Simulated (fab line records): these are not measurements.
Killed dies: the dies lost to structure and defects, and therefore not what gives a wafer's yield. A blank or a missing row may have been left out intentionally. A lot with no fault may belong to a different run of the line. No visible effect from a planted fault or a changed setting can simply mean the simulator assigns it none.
Split-lot trial -- flow n5_finfet -- on a route of 1938 steps: 7 lots, 21 wafers read

== THE SPLIT ==
At N5_BEOL_M13_COAT_65 (time 60 s, resist thk 350 nm), the setting spin_rpm was moved away from the recipe's 1500 rpm on 7 of the 21 wafers read, by -7.3% to +7.9%. The other wafers ran this setting at the recipe's value.

Reading taken at the split's own step.

== THE READING ==
SOC_of_BEOL_M13_COAT_65.thk_nm (the simulator's own value, which no gauge read), in nm, at N5_BEOL_M13_COAT_65 (time 60 s, resist thk 350 nm). There is no usual value for it anywhere in the file. The 14 wafers here that ran the recipe average 350.6 nm, standard deviation 0.76 nm.

wafer,"tool, chamber at the split","spin_rpm as run, rpm",against the recipe,"SOC_of_BEOL_M13_COAT_65.thk_nm, nm",against lot-mates on the recipe
L076.1,"litho_track-03, 0",1500,recipe,351.8,-
L076.3,"litho_track-03, 0",1500,recipe,350.6,-
L076.4,"litho_track-03, 0",1500,recipe,351,-
L086.2,"litho_track-03, 0",1604,+6.9%,336.6,-12.7
L086.3,"litho_track-03, 0",1500,recipe,349.6,-
L086.4,"litho_track-03, 0",1500,recipe,349,-
L087.1,"litho_track-03, 0",1619,+7.9%,336,-15.0
L087.2,"litho_track-03, 0",1500,recipe,351,-
L087.6,"litho_track-03, 0",1619,+7.9%,335.8,-15.2
L089.1,"litho_track-03, 0",1391,-7.3%,362.8,+13.2
L089.4,"litho_track-03, 0",1391,-7.3%,362.8,+13.2
L089.5,"litho_track-03, 0",1500,recipe,349.6,-
L092.2,"litho_track-02, 0",1556,+3.7%,343.6,-7.6
L092.3,"litho_track-02, 0",1500,recipe,351.2,-
L092.4,"litho_track-02, 0",1500,recipe,351.2,-
L090.2,"litho_track-05, 0",1391,-7.3%,364.4,+13.2
L090.4,"litho_track-05, 0",1500,recipe,351.2,-
L090.5,"litho_track-05, 0",1500,recipe,351.2,-
L094.1,"litho_track-03, 0",1500,recipe,350.4,-
L094.5,"litho_track-03, 0",1500,recipe,350.6,-
L094.6,"litho_track-03, 0",1500,recipe,350,-

FIT RESULTS
A straight line over all 21 wafers: SOC_of_BEOL_M13_COAT_65.thk_nm changes by -1.83 nm for each +1% of spin_rpm; r = -0.99; the points scatter about the line by 0.8 nm.
The same after taking each lot's own level away (the mean of its wafers on the recipe; 21 wafers): -1.86 nm for each +1%; r = -1.00; scatter 0.32 nm.
The reading moves by 15 nm for the largest change in spin_rpm, on that fit.
The lots' own levels span 349.30 to 351.20 nm, that is 2.5 times the standard deviation above.
Consequently the slope shifts little with the lot-to-lot level, the two slopes agreeing.
Check: for one of the wafers moved furthest among these (+7.9%), held out of the fit, the line's prediction against its lot-mates is -14.8 nm. Against them it came out at -15 nm.

== FILE'S OWN FIT ==
SOC_of_BEOL_M13_COAT_65.thk_nm changes by -1.86 nm for each +1% of spin_rpm, r = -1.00.
